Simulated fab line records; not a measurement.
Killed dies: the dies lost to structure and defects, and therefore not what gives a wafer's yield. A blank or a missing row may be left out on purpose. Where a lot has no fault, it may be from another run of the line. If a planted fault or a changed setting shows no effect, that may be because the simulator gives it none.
Matching of chambers -- flow nand_harc -- NHARC_P_GATE_DESCUM_61 on rie_diel-05: 4 sister chambers
The step chemistry O2, time 3 s. 4 wafers are shown with their chamber, then 12 later ones without.

EACH WAFER AND ITS CHAMBER
wafer,chamber,drypump_motor_current_A (A)
L082.5,1,5.8
L090.4,2,6.1
L092.2,0,5.9
L092.6,3,5.7

WAFERS MISSING THEIR CHAMBER
wafer,drypump_motor_current_A (A)
L093.1,5.9
L093.3,5.7
L093.6,5.9
L094.2,6.2
L094.4,5.8
L094.5,6.1
L095.3,5.7
L095.4,6.2
L095.5,6.2
L096.1,6.1
L096.2,5.9
L096.6,6.0

WHICH CHAMBER EACH WENT THROUGH
wafer,from the rows above,in truth
L093.1,can't be placed: 0 or 1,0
L093.3,can't be placed: 3 or 1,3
L093.6,can't be placed: 0 or 1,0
L094.2,2,2
L094.4,can't be placed: 1 or 3 or 0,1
L094.5,2,2
L095.3,can't be placed: 3 or 1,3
L095.4,2,2
L095.5,2,2
L096.1,2,2
L096.2,can't be placed: 0 or 1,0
L096.6,can't be placed: 0 or 2 or 1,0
5 of 12 placed correctly. Unplaceable from these rows: 7, with the true chamber sitting among the candidates in 7. 0 placed wrongly.
How it was worked out, from the rows above alone: a wafer's distance from a chamber is the root of the sum, over the readings, of the square of ((its reading less the chamber's mean) divided by the reading's scatter). The wafer belongs to the nearest chamber; if the next one is less than 2 further off, it can't be placed. For every chamber, the mean is computed from those of its wafers that are shown. The scatter: root of mean squared gap, hidden wafer to nearest shown wafer, with one shown wafer a chamber.
